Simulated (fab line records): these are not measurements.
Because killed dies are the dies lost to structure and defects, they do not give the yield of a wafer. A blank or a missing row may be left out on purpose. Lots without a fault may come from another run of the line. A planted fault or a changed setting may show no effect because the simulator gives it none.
A single fault, viewed from 3 desks    flow n5-finfet    each desk has only its own numbers; what lay behind them comes last

## AT THE TOOL OWNER'S DESK: rie-diel-06
The tool's own readings at N5_BEOL_M13_ETCH_67 (etches SiARC in CF4, target depth 143 nm, time 238.3 s): means of the sampled wafers that have a number, for each lot that ran on this tool. The brackets show how far a lot's mean lies from the usual mean; more than 4 standard deviations puts the lot out of limits, marked OUT.
Columns: A = bias-w at N5_BEOL_M13_ETCH_67, usual 35.99 W; B = drypump-motor-current-A at N5_BEOL_M13_ETCH_67, usual 5.7 A; C = etch-rf-on-time-s at N5_BEOL_M13_ETCH_67, usual 238 s; D = oes-product-au at N5_BEOL_M13_ETCH_67, usual 0.67 a.u.; E = rf-vpp-V at N5_BEOL_M13_ETCH_67, usual 184.5 V; F = showerhead-plenum-p-Torr at N5_BEOL_M13_ETCH_67, usual 2.18 Torr; G = throttle-valve-pct at N5_BEOL_M13_ETCH_67, usual 15.65 %
lot   first seen here  A                 B    C    D     E                 F     G
L611  day 10 16:47     35.97             5.8  237  0.69  183.4             2.12  15.56
L618  day 12 19:31     36.03             6.1  241  0.64  183.5             2.16  15.51
L619  day 13 03:15     35.97             6.1  243  0.63  184.5             2.16  15.50
L621  day 14 00:33     35.28 (-5.9) OUT  6.0  243  0.64  181.6             2.16  15.53
L623  day 14 03:26     34.75 (-10) OUT   5.6  243  0.60  179.0 (-4.3) OUT  2.09  15.66
L625  day 14 09:32     34.68 (-11) OUT   5.6  239  0.63  179.9             2.10  15.59
Finding of this desk: L621, L623, L625 out of limits; the first was L621 at day 14 00:33, on bias-w at N5_BEOL_M13_ETCH_67. Within limits: L611, L618, L619.

## THE DEFECT DESK
What the inspections along the route counted, lot by lot: means of the sampled wafers that have a number. The brackets show how far a lot's mean lies from the usual mean; more than 4 standard deviations puts the lot out of limits, marked OUT.
Columns: A = raw-defect-count at N5_BEOL_M13_INSPECT_12, usual 2.0
lot   first seen here  A
L611  day 10 15:40     1.0
L614  day 11 06:34     3.0
L618  day 12 18:22     1.7
L619  day 13 02:14     1.0
L622  day 13 20:55     2.0
L621  day 13 23:07     2.3
L623  day 14 02:18     1.0
L625  day 14 08:32     2.3
L627  day 14 16:28     2.3
L631  day 15 15:58     2.7
L633  day 16 16:19     1.7
This desk's verdict: no lot among the 11 shows anything out of limits.

## THE METROLOGY DESK
Lot by lot, what the gauges showed, no matter which tool ran the lot: averages of those sampled wafers that carry a number. The brackets show how far a lot's mean lies from the usual mean; more than 4 standard deviations puts the lot out of limits, marked OUT.
Columns: A = cd-nm at N5_BEOL_M13_CD_MEAS_10, usual 190.2 nm
lot   first seen here  A
L611  day 10 15:37     189.8
L614  day 11 06:30     192.9
L618  day 12 18:19     189.7
L619  day 13 02:11     191.4
L622  day 13 20:52     191.3
L621  day 13 23:04     191.7
L623  day 14 02:14     190.4
L625  day 14 08:29     189.8
L627  day 14 16:24     191.8
L631  day 15 15:55     190.5
L633  day 16 16:16     192.9
This desk's verdict: no lot among the 11 shows anything out of limits.

## BROUGHT TOGETHER
An alarm could have come from the tool owner's desk at day 14 00:33, on L621, L623, L625.
The defect desk saw nothing out of limits.
The metrology desk saw nothing out of limits.
The defect desk has L621, L623, L625 on record, within its limits.
The metrology desk has L621, L623, L625 on record, within its limits.
Every lot named ran N5_BEOL_M13_ETCH_67 on rie-diel-06.

## WHAT WAS PUT IN BY THE SIMULATOR
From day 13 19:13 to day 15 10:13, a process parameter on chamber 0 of rie-diel-06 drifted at N5_BEOL_M13_ETCH_67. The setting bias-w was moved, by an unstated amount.
Shown lots that were struck: L621, L623, L625.
Time in hours from fault onset to the first out-of-limits reading at each desk: the tool owner's desk, 5.
